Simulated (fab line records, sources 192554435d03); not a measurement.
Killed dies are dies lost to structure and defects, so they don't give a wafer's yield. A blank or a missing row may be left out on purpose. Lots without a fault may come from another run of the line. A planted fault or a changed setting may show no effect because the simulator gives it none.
Chamber matching | flow n5_finfet | N5_BEOL_M11_CMP_52 on cmp-01: 4 sister chambers
The step polishes, stops on SiCOH lowk, t overpolish 7 s, target thk 140 nm. 18 wafers are shown with their chamber, then 9 later ones without.

WAFERS WITH THEIR CHAMBER
wafer  | chamber | motor_current_A (A) | time_to_endpoint_s (s) | barrier_field_endpoint_s (s)
L709.4 | 3       | 6.0                 | 66.4                   | 29.2
L709.5 | 0       | 5.6                 | 59.8                   | 28.1
L709.6 | 1       | 5.0                 | 62.7                   | 27.4
L710.2 | 2       | 6.8                 | 66.5                   | 29.3
L710.5 | 1       | 5.2                 | 67.6                   | 28.9
L710.6 | 2       | 7.0                 | 65.2                   | 30.0
L711.3 | 1       | 4.9                 | 66.4                   | 29.2
L711.4 | 3       | 6.2                 | 68.6                   | 29.6
L711.6 | 0       | 5.6                 | 63.9                   | 28.7
L723.1 | 3       | 6.3                 | 70.2                   | 29.5
L723.3 | 0       | 5.2                 | 68.8                   | 28.9
L723.4 | 1       | 4.9                 | 70.3                   | 29.4
L724.1 | 3       | 6.7                 | 67.8                   | 28.8
L724.2 | 1       | 4.8                 | 72.1                   | 30.2
L724.3 | 2       | 6.8                 | 66.3                   | 28.9
L727.1 | 1       | 4.9                 | 71.3                   | 28.7
L727.5 | 2       | 7.0                 | 67.6                   | 28.7
L727.6 | 1       | 4.8                 | 71.2                   | 29.2

SIGNATURES (means of the wafers above)
reading                  | chamber 0 | chamber 1 | chamber 2 | chamber 3 | scatter within a chamber
motor_current_A          | 5.467     | 4.929     | 6.900     | 6.300     | 0.193
time_to_endpoint_s       | 64.167    | 68.800    | 66.400    | 68.250    | 2.94
barrier_field_endpoint_s | 28.567    | 29.000    | 29.225    | 29.275    | 0.658
Rule: a wafer's distance from a chamber is the root of the sum, over the readings, of the square of ((its reading less the chamber's mean) divided by the reading's scatter). The wafer belongs to the nearest chamber; if the next one is less than 2 further off, it can't be placed. The scatter: the root of (the sum of the squares of (reading less its chamber's mean) over the shown wafers, divided by (wafers less chambers)).

WAFERS WITHOUT THEIR CHAMBER
wafer  | motor_current_A (A) | time_to_endpoint_s (s) | barrier_field_endpoint_s (s)
L728.3 | 5.4                 | 60.9                   | 27.9
L728.5 | 5.0                 | 65.2                   | 29.4
L728.6 | 7.0                 | 65.7                   | 28.5
L729.1 | 6.6                 | 64.4                   | 27.4
L729.2 | 5.3                 | 67.4                   | 27.4
L729.4 | 6.3                 | 71.0                   | 28.1
L730.2 | 6.2                 | 68.5                   | 28.4
L730.3 | 6.7                 | 66.1                   | 29.1
L730.5 | 6.3                 | 69.6                   | 30.5

WHICH CHAMBER EACH WENT THROUGH
wafer  | from the rows above     | in truth
L728.3 | 0                       | 0
L728.5 | can't be placed: 1 or 0 | 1
L728.6 | 2                       | 2
L729.1 | can't be placed: 2 or 3 | 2
L729.2 | can't be placed: 0 or 1 | 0
L729.4 | can't be placed: 3 or 2 | 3
L730.2 | 3                       | 3
L730.3 | can't be placed: 2 or 3 | 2
L730.5 | can't be placed: 3 or 2 | 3
Placed correctly: 3 of 9. Can't be placed from these rows: 6 (the true chamber is among the candidates in 6). Placed wrongly: 0.
